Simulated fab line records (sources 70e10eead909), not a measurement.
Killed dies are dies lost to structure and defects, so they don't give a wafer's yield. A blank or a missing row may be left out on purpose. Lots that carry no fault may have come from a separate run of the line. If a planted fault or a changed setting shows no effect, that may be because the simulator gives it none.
Chamber matching    flow nand harc    NHARC_A_SLIT_ETCH_24 on rie diel-02 has 4 sister chambers
The step etches the open film in CF4/CHF3, target depth 121 nm, time 60.5 s. 4 wafers are shown with their chamber, then 7 later ones without.

EACH WAFER AND ITS CHAMBER
wafer   chamber  rf vpp V (V)
L081.5  2        367.8
L084.5  1        372.5
L086.1  3        371.3
L086.3  0        371.9

WAFERS WITHOUT THEIR CHAMBER
wafer   rf vpp V (V)
L086.6  371.1
L085.2  368.6
L085.3  373.2
L085.5  373.6
L097.2  371.4
L097.4  368.2
L097.6  372.8

WHICH CHAMBER EACH ONE RAN IN
wafer   from the rows above           in truth
L086.6  can't be placed: 3 or 0 or 1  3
L085.2  2                             2
L085.3  can't be placed: 1 or 0 or 3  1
L085.5  can't be placed: 1 or 0 or 3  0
L097.2  can't be placed: 3 or 0 or 1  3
L097.4  2                             2
L097.6  can't be placed: 1 or 0 or 3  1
2 of 7 placed correctly. Cannot be placed on the basis of these rows: 5; the candidates contain the true chamber in 5. Wrongly placed: 0.
How it was worked out, from the rows above alone: a wafer's distance from a chamber is the root of the sum, over the readings, of the square of ((its reading less the chamber's mean) divided by the reading's scatter). The wafer belongs to the nearest chamber; if the next one is less than 2 further off, it can't be placed. Each chamber's mean is taken over the wafers shown for it. The scatter (one wafer shown for each chamber): square how far every hidden wafer sits from the nearest shown wafer, average those squares and take the square root.
